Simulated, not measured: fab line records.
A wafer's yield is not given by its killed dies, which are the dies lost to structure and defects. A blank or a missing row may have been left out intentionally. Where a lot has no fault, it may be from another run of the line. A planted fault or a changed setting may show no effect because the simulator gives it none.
fab line records | flow nandHarc
[record] lots = 24 wafers = 72 lastDay = 24
route steps=1159 shown P_GATE@124 P_M0@273
lots that met no fault: taken from a fault-free run of the same line
startH: the number of hours between the record's first day and the start of the first shown wafer of the lot | waitH: hours since the lot's step before | " as in the row above | L1.1+2: a single row standing in for several wafers | - no value, or no start given | * or withheld: withheld | < > ~ a bound
route shown NAME@n: NAME is a module with steps in the file, n the number in the route of the first one | usual: mean/standard deviation of fault-free wafers | same: alike in all rows | chamber/n: place in a boat | sites: the reading at each site | _std_site: the values' standard deviation | _edge_site: inner sites' mean taken away from outer sites' mean | radiusMm: how far each site lies from the wafer's centre | mask NAME#n: copy n | behind: tool/chamber where the wafer was last shaped | hold: what put the lot on hold/how long, in hours/how the hold closed | device: the n, p or np transistor that did not switch | end of line: tests of these same wafers at the route's end | step lacking rows: just its recipe | killed: dies that structure and defects cost at the first sort, which is not the same as the wafer's yield | map: a wafer's dies, x killed, . not, _ none there
set.NAME: the run value of the setting; set.NAME@STEP: its run value at that earlier step | model.NAME: the simulator's own value behind a step, which no gauge read
route steps across a sampled set of lots; one table per step, one row per wafer
services: when a tool's chamber went out of use (startH, in hours from the record's first day, below 0 if earlier), for how many hours, and the reason
[[steps]]
[step NHARC_P_GATE_DESCUM_13]
[recipe] timeS = 3 o2FlowSccm = 200 arFlowSccm = 0 biasPowerW = 0 chemistry = O2
[usual] drypumpMotorCurrentA = 5.6/0.31 oesProductAu = 0.995/0.011 rfVppV = 57.7/0.93 showerheadPlenumPTorr = 1.92/0.085 throttleValvePct = 11.311/0.0098
[same] timeS = 3
// columns lot.wafer tool chamber startH waitH drypumpMotorCurrentA oesProductAu rfHoursCounterH rfVppV showerheadPlenumPTorr throttleValvePct
L074.2 rieDiel-08 3 68.46 - 5.4 0.995 21 58.0 2.07 11.309
L074.4 " 0 " " 5.7 0.980 21 57.6 1.96 11.336
L074.6 " 2 " " 5.1 1.004 - 56.4 1.94 11.328
L076.2 rieDiel-13 3 81.71 - 5.5 0.992 57 58.1 1.80 11.301
L076.1 " 0 " " 5.9 0.985 50 56.2 1.79 11.311
L076.6 " 3 " " 5.5 0.991 - 56.4 1.80 11.323
L075.3 rieDiel-08 1 81.88 - 5.9 0.992 22 57.2 1.93 11.327
L075.1 " 3 " " 5.4 1.004 23 59.2 2.06 11.320
L075.6 " 0 " " 5.7 0.991 - 56.6 1.96 11.299
L077.2 rieDiel-08 0 94.20 - 5.7 0.987 28 57.2 1.96 11.292
L077.4 " 3 " " 5.5 1.001 27 56.4 2.06 11.300
L077.5 " 1 " " 5.9 0.996 - 58.0 1.93 11.303
L079.4 rieDiel-08 2 98.66 - 5.1 1.003 26 57.6 1.94 11.307
L079.1 " 0 " " 5.7 0.974 29 58.6 1.96 11.320
L079.6 " 3 " " 5.4 0.997 - 56.4 2.06 11.322
L078.1 rieDiel-13 3 98.72 - 5.5 0.998 62 57.0 1.80 11.312
L078.6 " 1 " " 6.1 0.990 - 57.4 1.93 11.302
L078.5 " 2 " " 5.3 0.981 - 58.5 1.90 11.322
L080.4 rieDiel-13 2 110.52 - 5.4 0.988 1 57.3 1.90 11.328
L080.2 " 3 " " 5.5 1.001 1 56.6 1.80 11.307
L080.1 " 0 " " 5.9 0.986 1 58.1 1.79 11.316
L081.4 rieDiel-13 2 117.48 - 5.4 0.988 2 58.0 1.90 11.315
L081.2 " 1 " " 6.1 0.990 2 57.1 1.93 11.315
L081.6 " 2 " " 5.3 0.987 - 57.8 1.90 11.304
L082.4 rieDiel-08 1 117.64 - 5.9 0.986 32 58.1 1.93 11.313
L082.6 " 1 " " 5.9 0.986 - 58.6 1.93 11.318
L082.5 " 2 " " 5.1 1.009 - 58.5 1.94 11.316
L083.2 rieDiel-13 3 125.21 - 5.5 1.008 3 56.4 1.80 11.309
L083.6 " 0 " " 5.9 0.994 - 56.3 1.79 11.291
L083.5 " 1 " " 6.1 1.000 - 57.7 1.93 11.302
L084.2 rieDiel-13 3 133.81 - 5.5 1.001 7 57.3 1.80 11.311
L084.3 " 2 " " 5.3 0.987 7 58.1 1.90 11.309
L084.5 " 0 " " 5.9 0.987 - 57.5 1.79 11.309
L087.1 rieDiel-13 2 150.19 - 5.3 0.986 12 57.8 1.90 11.302
L087.5 " 2 " " 5.3 0.988 - 57.6 1.90 11.323
L087.6 " 3 " " 5.5 0.989 - 56.9 1.79 11.313
L085.3 rieDiel-08 3 150.25 - 5.4 1.000 5 58.5 2.06 11.302
L085.2 " 0 " " 5.7 0.995 5 58.5 1.95 11.320
L085.5 " 3 " " 5.4 0.997 - 59.8 2.06 11.308
L086.2 rieDiel-08 1 150.39 - 5.9 0.971 4 57.9 1.93 11.321
L086.1 " 2 " " 5.1 1.011 4 57.5 1.94 11.299
L086.5 " 1 " " 5.9 0.983 - 58.1 1.93 11.313
L088.3 rieDiel-13 3 159.19 - 5.5 0.990 15 57.9 1.79 11.312
L088.1 " 1 " " 6.1 1.002 17 56.0 1.93 11.309
L088.6 " 2 " " 5.3 0.994 - 57.7 1.90 11.324
L089.2 rieDiel-08 3 159.35 - 5.4 1.014 8 58.1 2.06 11.297
L089.5 " 3 " " 5.4 1.009 - 58.9 2.06 11.300
L089.6 " 0 " " 5.6 0.999 - 59.1 1.95 11.316
L090.4 rieDiel-07 3 169.41 - 5.7 1.020 41 57.9 1.97 11.316
L090.2 " 0 " " 5.3 0.980 38 57.2 2.03 11.305
L090.5 " 1 " " 5.9 0.984 - 58.1 1.95 11.317
L091.2 rieDiel-08 2 169.49 - 5.1 1.019 10 59.6 1.93 11.311
L091.4 " 3 " " 5.4 1.006 11 58.5 2.06 11.296
L091.6 " 1 " " 5.8 0.981 - 58.4 1.92 11.312
L092.2 rieDiel-08 1 183.08 - 5.9 0.985 12 57.4 1.92 11.315
L092.4 " 2 " " 5.1 1.012 12 59.8 1.93 11.321
L092.6 " 0 " " 5.7 1.003 - 58.3 1.95 11.321
L094.2 rieDiel-08 0 195.35 - 5.7 0.987 14 57.6 1.95 11.312
L094.5 " 1 " " 5.8 0.966 - 57.5 1.92 11.320
L094.6 " 3 " " 5.5 1.007 - 58.5 2.06 11.303
L093.1 rieDiel-08 0 195.47 - 5.7 0.986 14 57.7 1.95 11.299
L093.2 " 3 " " 5.5 1.002 15 58.2 2.06 11.322
L093.6 " 1 " " 5.9 0.971 - 56.3 1.92 11.316
L095.3 rieDiel-07 0 200.13 - 5.3 0.992 50 60.3 2.03 11.320
L095.1 " 1 " " 5.8 0.993 47 57.8 1.94 11.322
L095.6 " 3 " " 5.7 1.007 - 58.4 1.96 11.312
L096.4 rieDiel-07 2 207.03 - 6.3 0.995 54 55.5 1.76 11.310
L096.1 " 3 " " 5.7 1.001 54 57.6 1.96 11.312
L096.5 " 1 " " 5.9 0.996 - 59.2 1.94 11.313
L097.3 rieDiel-07 3 207.11 - 5.7 1.016 54 57.1 1.96 11.308
L097.4 " 1 " " 5.8 1.005 49 58.4 1.94 11.298
L097.6 " 3 " " 5.7 1.010 - 58.3 1.96 11.304
[step NHARC_P_GATE_ETCHBACK_37]
[recipe] targetDepthA = 345 timeS = 17.2 chf3FlowSccm = 50 o2FlowSccm = 10 arFlowSccm = 200 rfW = 500 biasW = 200 chemistry = CHF3/O2
[usual] drypumpMotorCurrentA = 5.6/0.34 oesProductAu = 0.94/0.037 rfVppV = 371.2/2.3 showerheadPlenumPTorr = 2.43/0.1 throttleValvePct = 20.573/0.0086
[same] timeS = 17.2
// columns lot.wafer tool chamber startH waitH drypumpMotorCurrentA oesProductAu rfHoursCounterH rfVppV showerheadPlenumPTorr throttleValvePct
L074.4 rieDiel-13 1 - - 6.1 0.91 59 368.7 2.43 20.580
L074.2 " 2 " " 5.3 0.92 56 369.6 2.39 20.569
L074.6 " 3 " " 5.5 0.92 - 367.1 2.26 20.561
L075.1 rieDiel-07 3 - - 5.8 1.02 21 372.7 2.47 20.577
L075.3 " 0 " " 5.3 0.98 23 372.8 2.55 20.571
L075.6 " 1 " " 5.9 1.00 - 373.3 2.45 20.574
L076.1 rieDiel-07 3 - - 5.7 1.02 21 372.2 2.47 20.568
L076.2 " 2 " " 6.3 1.01 21 366.8 2.23 20.567
L076.6 " 3 " " 5.7 1.02 - 373.8 2.47 20.579
L077.2 rieDiel-07 2 - - 6.3 1.02 22 367.8 2.23 20.585
L077.5 " 1 " " 5.8 1.01 - 373.0 2.45 20.584
L077.4 " 2 " " 6.3 1.02 - 367.3 2.23 20.581
L079.4 rieDiel-13 2 - - 5.3 0.93 3 371.0 2.39 20.551
L079.1 " 0 " " 5.9 0.92 3 368.7 2.25 20.582
L079.6 " 2 " " 5.3 0.92 - 370.6 2.39 20.567
L078.1 rieDiel-13 3 - - 5.5 0.92 3 367.8 2.26 20.569
L078.5 " 1 " " 6.1 0.92 - 370.6 2.43 20.578
L078.6 " 2 " " 5.3 0.92 - 370.5 2.39 20.575
L080.2 rieDiel-13 2 - - 5.4 0.90 8 369.2 2.39 20.558
L080.1 " 3 " " 5.5 0.93 8 367.1 2.26 20.557
L080.4 " 1 " " 6.1 0.92 7 371.7 2.43 20.571
L081.4 rieDiel-08 0 - - 5.7 0.92 3 372.1 2.45 20.563
L081.2 " 1 " " 5.9 0.91 3 371.0 2.42 20.567
L081.6 " 1 " " 5.8 0.90 - 371.0 2.42 20.578
L082.4 rieDiel-07 2 - - 6.3 0.92 33 366.3 2.23 20.569
L082.5 " 0 " " 5.3 0.99 - 373.7 2.55 20.585
L082.6 " 1 " " 5.9 0.92 - 370.6 2.45 20.569
L083.2 rieDiel-08 2 - - 5.1 1.01 6 372.0 2.43 20.574
L083.5 " 1 " " 5.8 0.99 - 371.4 2.42 20.568
L083.6 " 2 " " 5.1 1.01 - 370.9 2.43 20.584
L084.2 rieDiel-07 3 - - 5.8 0.93 38 373.3 2.47 20.579
L084.3 " 2 " " 6.3 0.91 37 366.8 2.23 20.580
L084.5 " 3 " " 5.8 0.93 - 371.8 2.47 20.570
L087.1 rieDiel-08 2 - - 5.1 0.93 11 371.1 2.43 20.555
L087.5 " 2 " " 5.1 0.95 - 371.2 2.43 20.571
L087.6 " 3 " " 5.4 0.94 - 373.9 2.57 20.579
L086.1 rieDiel-08 2 - - 5.1 0.94 11 371.0 2.43 20.581
L086.2 " 3 " " 5.5 0.93 12 375.2 2.57 20.581
L086.5 " 3 " " 5.4 0.93 - 374.2 2.57 20.565
L085.3 rieDiel-08 2 - - 5.1 0.95 11 371.7 2.43 20.570
L085.2 " 1 " " 5.9 0.91 10 369.0 2.42 20.590
L085.5 " 3 " " 5.4 0.94 - 374.3 2.57 20.573
L089.2 rieDiel-08 0 - - 5.7 0.92 13 371.2 2.45 20.576
L089.5 " 0 " " 5.7 0.93 - 373.3 2.45 20.560
L089.6 " 1 " " 5.9 0.91 - 371.1 2.41 20.570
L088.1 rieDiel-08 3 - - 5.5 1.01 14 374.8 2.57 20.570
L088.3 " 1 " " 5.8 0.98 12 371.3 2.41 20.554
L088.6 " 2 " " 5.1 1.02 - 372.2 2.42 20.583
L091.2 rieDiel-08 0 - - 5.6 0.92 14 370.4 2.45 20.582
L091.4 " 1 " " 5.8 0.90 - 371.5 2.41 20.580
L091.6 " 3 " " 5.4 0.93 - 375.0 2.57 20.571
L090.4 rieDiel-07 0 - - 5.3 0.92 49 373.6 2.54 20.574
L090.2 " 3 " " 5.7 0.94 50 372.9 2.46 20.574
L090.5 " 1 " " 5.8 0.93 - 370.4 2.44 20.566
L092.2 rieDiel-08 2 - - 5.1 0.93 14 371.2 2.42 20.584
L092.4 " 0 " " 5.7 0.92 16 372.7 2.45 20.567
L092.6 " 3 " " 5.5 0.93 - 374.4 2.57 20.565
L094.2 rieDiel-08 1 - - 5.9 0.91 17 370.4 2.41 20.572
L094.5 " 2 " " 5.1 1.02 - 370.0 2.42 20.574
L094.6 " 3 " " 5.4 0.93 - 374.2 2.57 20.560
L093.1 rieDiel-07 1 - - 5.8 0.93 57 370.2 2.43 20.562
L093.2 " 2 " " 6.3 0.91 61 367.6 2.22 20.575
L093.6 " 1 " " 5.9 0.93 - 371.0 2.43 20.567
L095.3 rieDiel-08 3 - - 5.4 0.94 21 373.1 2.57 20.577
L095.1 " 1 " " 5.8 0.91 18 371.5 2.41 20.592
L095.6 " 2 " " 5.1 0.94 - 371.8 2.42 20.576
L096.1 rieDiel-13 1 - - 6.1 0.92 47 370.8 2.41 20.580
L096.4 " 2 " " 5.4 0.92 47 370.2 2.37 20.580
L096.5 " 1 " " 6.1 0.92 - 372.3 2.41 20.583
L097.4 rieDiel-08 2 - - 5.1 0.94 18 372.1 2.42 20.573
L097.3 " 3 " " 5.5 0.93 22 375.2 2.57 20.572
L097.6 " 2 " " 5.1 0.94 - 369.5 2.42 20.573
[step NHARC_P_GATE_STRIP_112]
[recipe] powerW = 1500 tempC = 110 timeS = 200 chemistry = N2/H2
[usual] drypumpMotorCurrentA = 5.7/0.33 heaterPowerW = 95/9
[same] timeS = 200
// columns lot.wafer tool chamber startH waitH drypumpMotorCurrentA heaterPowerW rfHoursCounterH
L074.2 plasmaAsher-02 0 96.92 0.2 5.2 89 27
L074.4 " 1 " " 5.5 93 -
L074.6 " 0 " " 5.3 92 -
L075.1 plasmaAsher-02 1 111.84 0.2 5.5 94 32
L075.3 " 1 " " 5.5 94 -
L075.6 " 0 " " 5.2 91 -
L076.2 plasmaAsher-02 1 112.23 0.2 5.5 91 33
L076.1 " 0 " " 5.3 89 33
L076.6 " 1 " " 5.5 94 -
L077.2 plasmaAsher-02 1 124.58 0.2 5.5 96 36
L077.4 " 0 " " 5.2 90 -
L077.5 " 1 " " 5.5 92 -
L079.1 plasmaAsher-02 1 126.60 0.2 5.5 94 36
L079.4 " 1 " " 5.5 95 -
L079.6 " 1 " " 5.4 93 -
L078.1 plasmaAsher-01 0 127.13 0.3 5.9 105 5
L078.5 " 0 " " 5.9 107 -
L078.6 " 1 " " 6.1 85 -
L080.2 plasmaAsher-02 1 139.42 0.2 5.4 93 41
L080.1 " 0 " " 5.3 90 41
L080.4 " 1 " " 5.5 92 -
L081.2 plasmaAsher-01 1 147.28 0.2 6.1 84 13
L081.4 " 1 " " 6.1 87 -
L081.6 " 1 " " 6.0 83 -
L082.4 plasmaAsher-01 0 148.31 0.2 6.0 110 -
L082.5 " 0 " " 5.9 107 -
L082.6 " 1 " " 6.1 83 -
L083.2 plasmaAsher-01 1 158.81 0.2 6.1 88 16
L083.5 " 0 " " 5.9 108 -
L083.6 " 1 " " 6.1 85 -
L084.2 plasmaAsher-01 0 162.81 0.2 5.9 108 18
L084.3 " 1 " " 6.1 83 -
L084.5 " 1 " " 6.1 84 -
L087.1 plasmaAsher-02 1 179.58 0.2 5.5 91 54
L087.5 " 1 " " 5.4 93 -
L087.6 " 0 " " 5.2 90 -
L086.1 plasmaAsher-02 1 179.92 0.4 5.5 93 54
L086.2 " 0 " " 5.3 91 54
L086.5 " 0 " " 5.3 92 -
L085.2 plasmaAsher-01 1 180.29 0.2 6.1 87 23
L085.3 " 1 " " 6.1 84 -
L085.5 " 1 " " 6.1 84 -
L089.2 plasmaAsher-01 0 190.92 0.2 5.9 106 29
L089.6 " 0 " " 5.9 109 -
L089.5 " 1 " " 6.1 84 -
L088.1 plasmaAsher-02 0 193.39 0.4 5.2 89 1
L088.3 " 0 " " 5.2 90 -
L088.6 " 1 " " 5.5 99 -
L091.2 plasmaAsher-02 1 197.61 0.2 5.4 100 3
L091.4 " 1 " " 5.4 100 -
L091.6 " 0 " " 5.3 88 -
L090.2 plasmaAsher-01 1 198.50 0.2 6.1 85 33
L090.4 " 0 " " 6.0 109 -
L090.5 " 0 " " 5.9 110 -
L092.2 plasmaAsher-01 0 210.58 0.2 5.9 108 37
L092.4 " 1 " " 6.1 86 -
L092.6 " 1 " " 6.1 85 -
L094.2 plasmaAsher-01 0 226.14 0.2 5.9 109 42
L094.5 " 0 " " 5.9 110 -
L094.6 " 1 " " 6.1 86 -
L093.1 plasmaAsher-01 0 227.36 0.2 6.0 106 43
L093.2 " 1 " " 6.1 85 43
L093.6 " 0 " " 5.9 108 -
L095.1 plasmaAsher-02 0 230.61 0.2 5.3 87 13
L095.3 " 1 " " 5.4 100 -
L095.6 " 0 " " 5.3 86 -
L096.1 plasmaAsher-02 0 235.13 0.2 5.3 88 15
L096.4 " 0 " " 5.3 88 -
L096.5 " 1 " " 5.4 98 -
L097.4 plasmaAsher-01 1 235.50 0.2 6.1 82 -
L097.3 " 0 " " 5.9 108 -
L097.6 " 0 " " 6.0 104 -
[step NHARC_P_GATE_CD_MEAS_91]
[recipe] targetCdNm = 2000 landingEnergyEv = 500
[usual] cdNm = 1999.5/2.8
// columns lot.wafer tool chamber startH waitH cdNm
L074.2 cdSem-02 0 98.10 - 2004.2
L074.4 " 0 " " 2004.1
L074.6 " 0 " " 1999.8
L075.1 cdSem-02 0 112.97 - 1999.6
L075.3 " 0 " " 2000.0
L075.6 " 0 " " 1997.2
L076.1 cdSem-03 0 113.29 - 1998.9
L076.2 " 0 " " 1998.6
L076.6 " 0 " " 1998.4
L077.2 cdSem-01 0 125.82 - 1997.3
L077.4 " 0 " " 2000.5
L077.5 " 0 " " 1999.5
L079.1 cdSem-02 0 127.78 - 2002.8
L079.4 " 0 " " 1999.9
L079.6 " 0 " " 2000.2
L078.1 cdSem-01 0 128.32 - 1997.0
L078.5 " 0 " " 1998.7
L078.6 " 0 " " 1992.8
L080.1 cdSem-02 0 140.53 - 1999.8
L080.2 " 0 " " 2002.6
L080.4 " 0 " " 2002.8
L081.2 cdSem-01 0 148.47 - 2000.5
L081.4 " 0 " " 2000.6
L081.6 " 0 " " 2001.6
L082.4 cdSem-03 0 149.48 - 1999.9
L082.5 " 0 " " 1995.1
L082.6 " 0 " " 1993.8
L083.2 cdSem-03 0 159.83 - 2000.3
L083.5 " 0 " " 2004.8
L083.6 " 0 " " 1998.8
L084.2 cdSem-01 0 163.95 - 1994.0
L084.3 " 0 " " 1994.8
L084.5 " 0 " " 1999.1
L087.1 cdSem-02 0 180.77 - 2002.3
L087.5 " 0 " " 2002.5
L087.6 " 0 " " 2001.1
L086.1 cdSem-02 0 181.10 - 2004.4
L086.2 " 0 " " 1998.2
L086.5 " 0 " " 1999.7
L085.2 cdSem-02 0 181.43 - 2002.5
L085.3 " 0 " " 1996.6
L085.5 " 0 " " 1999.0
L089.2 cdSem-01 0 192.10 - 1997.8
L089.5 " 0 " " 1992.8
L089.6 " 0 " " 2001.1
L088.1 cdSem-02 0 194.40 - 1995.0
L088.3 " 0 " " 1998.1
L088.6 " 0 " " 2000.4
L091.2 cdSem-02 0 198.75 - 2001.4
L091.4 " 0 " " 2000.8
L091.6 " 0 " " 2001.6
L090.2 cdSem-01 0 199.69 - 2001.2
L090.4 " 0 " " 1997.8
L090.5 " 0 " " 1999.9
L092.2 cdSem-01 0 211.72 - 2000.9
L092.4 " 0 " " 2002.6
L092.6 " 0 " " 2001.3
L094.2 cdSem-03 0 227.33 - 2000.7
L094.5 " 0 " " 1998.3
L094.6 " 0 " " 1996.3
L093.1 cdSem-01 0 228.42 - 1999.1
L093.2 " 0 " " 1999.9
L093.6 " 0 " " 1996.4
L095.1 cdSem-03 0 231.67 - 1999.8
L095.3 " 0 " " 1996.4
L095.6 " 0 " " 1997.5
L096.1 cdSem-02 0 236.30 - 2001.1
L096.4 " 0 " " 2003.6
L096.5 " 0 " " 1999.0
L097.3 cdSem-03 0 236.59 - 1999.5
L097.4 " 0 " " 1999.0
L097.6 " 0 " " 2003.6
[step NHARC_P_GATE_RTA_82]
[recipe] tempC = 450 timeS = 30
[usual] lampPowerPct = 3.94/0.23 lamp_zone_3_pct = 3.94/0.23 lamp_zone_4_pct = 3.94/0.23 wafer_temp_C_max = 451.8/0.64
[same] timeS = 30
// columns lot.wafer tool chamber startH waitH lampPowerPct lamp_zone_3_pct lamp_zone_4_pct wafer_temp_C_max
L074.2 rtpAnneal-02 0 101.00 - 3.71 3.71 3.71 451.2
L074.4 " 0 " " 3.71 3.71 3.71 451.1
L074.6 " 0 " " 3.70 3.70 3.71 451.2
L075.1 rtpAnneal-02 0 116.21 - 3.71 3.71 3.71 451.3
L075.3 " 0 " " 3.71 3.71 3.71 451.9
L075.6 " 0 " " 3.70 3.71 3.71 451.0
L076.1 rtpAnneal-02 0 116.55 - 3.71 3.71 3.71 451.2
L076.2 " 0 " " 3.71 3.71 3.71 450.9
L076.6 " 0 " " 3.71 3.71 3.72 450.4
L077.2 rtpAnneal-02 0 128.73 - 3.71 3.71 3.71 451.0
L077.4 " 0 " " 3.71 3.71 3.71 451.5
L077.5 " 0 " " 3.71 3.71 3.71 451.2
L079.1 rtpAnneal-01 0 130.94 - 4.17 4.17 4.18 451.8
L079.4 " 0 " " 4.17 4.17 4.17 452.0
L079.6 " 0 " " 4.17 4.16 4.17 452.0
L078.1 rtpAnneal-01 0 131.60 - 4.17 4.17 4.17 452.3
L078.5 " 0 " " 4.17 4.17 4.17 452.5
L078.6 " 0 " " 4.17 4.17 4.17 453.0
L080.1 rtpAnneal-01 0 143.49 - 4.18 4.17 4.17 452.0
L080.2 " 0 " " 4.17 4.17 4.16 453.3
L080.4 " 0 " " 4.17 4.17 4.17 451.6
L081.2 rtpAnneal-02 0 151.64 - 3.71 3.71 3.71 451.7
L081.4 " 0 " " 3.71 3.71 3.71 451.5
L081.6 " 0 " " 3.71 3.71 3.72 451.3
L082.4 rtpAnneal-01 0 152.75 - 4.17 4.17 4.18 451.7
L082.5 " 0 " " 4.17 4.17 4.17 452.4
L082.6 " 0 " " 4.17 4.18 4.17 451.9
L083.2 rtpAnneal-01 0 163.15 - 4.18 4.18 4.17 452.6
L083.5 " 0 " " 4.17 4.17 4.17 452.2
L083.6 " 0 " " 4.16 4.17 4.18 451.4
L084.2 rtpAnneal-02 0 167.29 - 3.71 3.71 3.71 451.0
L084.3 " 0 " " 3.70 3.70 3.71 451.4
L084.5 " 0 " " 3.71 3.71 3.71 451.5
L087.1 rtpAnneal-01 0 183.68 - 4.17 4.17 4.17 452.7
L087.5 " 0 " " 4.17 4.17 4.18 451.8
L087.6 " 0 " " 4.17 4.17 4.17 451.9
L086.1 rtpAnneal-02 0 184.31 - 3.71 3.71 3.71 451.0
L086.2 " 0 " " 3.70 3.71 3.71 451.2
L086.5 " 0 " " 3.70 3.71 3.71 452.1
L085.2 rtpAnneal-01 0 184.63 - 4.17 4.18 4.16 452.1
L085.3 " 0 " " 4.17 4.17 4.18 452.4
L085.5 " 0 " " 4.17 4.17 4.18 452.6
L089.2 rtpAnneal-01 0 195.03 - 4.17 4.17 4.17 451.7
L089.5 " 0 " " 4.17 4.17 4.18 452.3
L089.6 " 0 " " 4.17 4.17 4.17 452.3
L088.1 rtpAnneal-01 0 197.33 - 4.17 4.18 4.17 452.1
L088.3 " 0 " " 4.17 4.17 4.17 452.9
L088.6 " 0 " " 4.17 4.17 4.17 452.7
L091.2 rtpAnneal-02 0 201.69 - 3.71 3.71 3.71 450.8
L091.4 " 0 " " 3.71 3.71 3.71 451.3
L091.6 " 0 " " 3.71 3.71 3.72 451.4
L090.2 rtpAnneal-01 0 202.71 - 4.16 4.18 4.17 451.5
L090.4 " 0 " " 4.17 4.17 4.17 452.5
L090.5 " 0 " " 4.17 4.17 4.17 453.0
L092.2 rtpAnneal-01 0 214.63 - 4.17 4.17 4.16 452.1
L092.4 " 0 " " 4.17 4.17 4.17 452.0
L092.6 " 0 " " 4.17 4.17 4.17 452.1
L094.2 rtpAnneal-02 0 230.23 - 3.70 3.71 3.71 451.1
L094.5 " 0 " " 3.71 3.71 3.71 451.6
L094.6 " 0 " " 3.70 3.71 3.71 451.5
L093.1 rtpAnneal-02 0 231.39 - 3.71 3.70 3.71 451.1
L093.2 " 0 " " 3.71 3.71 3.71 451.1
L093.6 " 0 " " 3.70 3.71 3.70 451.4
L095.1 rtpAnneal-02 0 234.67 - 3.71 3.71 3.71 451.0
L095.3 " 0 " " 3.70 3.70 3.71 451.3
L095.6 " 0 " " 3.71 3.71 3.70 451.6
L096.1 rtpAnneal-01 0 239.25 - 4.17 4.17 4.17 452.7
L096.4 " 0 " " 4.18 4.17 4.17 452.2
L096.5 " 0 " " 4.16 4.17 4.17 452.8
L097.3 rtpAnneal-02 0 239.74 - 3.70 3.71 3.71 451.6
L097.4 " 0 " " 3.71 3.71 3.70 451.2
L097.6 " 0 " " 3.71 3.71 3.71 452.1
[step NHARC_P_M0_PRE_CLEAN_29]
[recipe] timeS = 30 tempC = 280 gas = H2/He
[usual] heaterPowerW = 419/41 susceptorTempC = 279.98/0.17
[same] timeS = 30
// columns lot.wafer tool chamber startH waitH heaterPowerW susceptorTempC
L074.4 pvdSputter-02 - - - 469 280.17
L074.2 " - " " 348 279.82
L074.6 " - " " 412 280.37
L075.3 pvdSputter-03 - - - 470 279.97
L075.1 " - " " 399 279.85
L075.6 " - " " 483 280.00
L076.1 pvdSputter-03 - - - 453 280.03
L076.2 " - " " 441 280.07
L076.6 " - " " 467 280.07
L077.4 pvdSputter-03 - - - 452 279.79
L077.2 " - " " 401 279.94
L077.5 " - " " 449 279.95
L079.1 pvdSputter-03 - - - 406 280.13
L079.4 " - " " 452 279.76
L079.6 " - " " 398 280.19
L078.1 pvdSputter-01 - - - 401 280.02
L078.5 " - " " 361 279.74
L078.6 " - " " 424 280.16
L080.4 pvdSputter-01 - - - 445 279.94
L080.2 " - " " 405 279.75
L080.1 " - " " 363 280.13
L081.2 pvdSputter-02 - - - 422 280.00
L081.4 " - " " 439 279.78
L081.6 " - " " 415 279.91
L082.4 pvdSputter-03 - - - 456 279.96
L082.5 " - " " 446 280.04
L082.6 " - " " 442 279.60
L083.2 pvdSputter-01 - - - 342 -
L083.5 " - " " 400 -
L083.6 " - " " 372 -
L084.2 pvdSputter-01 - - - 334 280.14
L084.3 " - " " 404 280.07
L084.5 " - " " 329 280.00
L087.1 pvdSputter-01 - - - 418 279.88
L087.6 " - " " 395 279.99
L087.5 " - " " 356 279.67
L086.1 pvdSputter-02 - - - 417 -
L086.2 " - " " 442 -
L086.5 " - " " 418 -
L085.3 pvdSputter-01 - - - 363 280.40
L085.2 " - " " 421 280.10
L085.5 " - " " 410 280.08
L089.2 pvdSputter-03 - - - 438 279.95
L089.6 " - " " 448 279.70
L089.5 " - " " 449 279.89
L088.1 pvdSputter-03 - - - 450 280.07
L088.3 " - " " 482 280.34
L088.6 " - " " 399 279.92
L091.2 pvdSputter-02 - - - 421 280.17
L091.4 " - " " 473 279.72
L091.6 " - " " 425 279.95
L090.2 pvdSputter-03 - - - 445 279.92
L090.4 " - " " 441 279.86
L090.5 " - " " 448 280.04
L092.4 pvdSputter-01 - - - 334 -
L092.2 " - " " 359 -
L092.6 " - " " 346 -
L094.2 pvdSputter-02 - - - 482 279.83
L094.5 " - " " 425 279.97
L094.6 " - " " 485 279.94
L093.2 pvdSputter-03 - - - 405 279.96
L093.1 " - " " 464 279.67
L093.6 " - " " 402 279.87
L095.3 pvdSputter-02 - - - 443 280.06
L095.1 " - " " 468 280.05
L095.6 " - " " 365 280.17
L096.4 pvdSputter-02 - - - 482 280.06
L096.1 " - " " 369 279.94
L096.5 " - " " 467 280.16
L097.3 pvdSputter-02 - - - 455 -
L097.4 " - " " 417 -
L097.6 " - " " 374 -
[[services]]
// columns tool chamber startH hours kind
pvdSputter-03 - 45.47 6.2 repair
rieDiel-07 - 51.65 9.0 pm
rieDiel-07 1 63.48 14.1 repair
rieDiel-07 - 85.81 1.0 repair
rieDiel-13 - 99.08 9.0 pm
plasmaAsher-01 - 99.40 9.0 pm
pvdSputter-03 - 102.00 10.0 pm
pvdSputter-01 - 105.46 3.6 repair
pvdSputter-01 - 110.59 2.9 repair
rieDiel-07 3 111.06 4.6 repair
plasmaAsher-01 - 119.60 1.0 repair
rieDiel-07 0 119.60 16.2 repair
rieDiel-08 - 124.80 9.0 pm
pvdSputter-03 - 131.62 1.7 repair
pvdSputter-01 - 156.06 3.1 repair
rieDiel-13 1 168.66 1.4 repair
plasmaAsher-02 - 183.10 9.0 pm
rieDiel-08 2 191.22 9.6 repair
plasmaAsher-01 - 197.43 0.5 repair
pvdSputter-02 - 215.79 10.0 pm
rieDiel-13 3 218.18 5.8 repair
rieDiel-07 3 222.34 4.9 repair
rieDiel-07 - 228.74 9.0 pm
rieDiel-08 3 239.65 8.7 repair
[[key]]
fault none
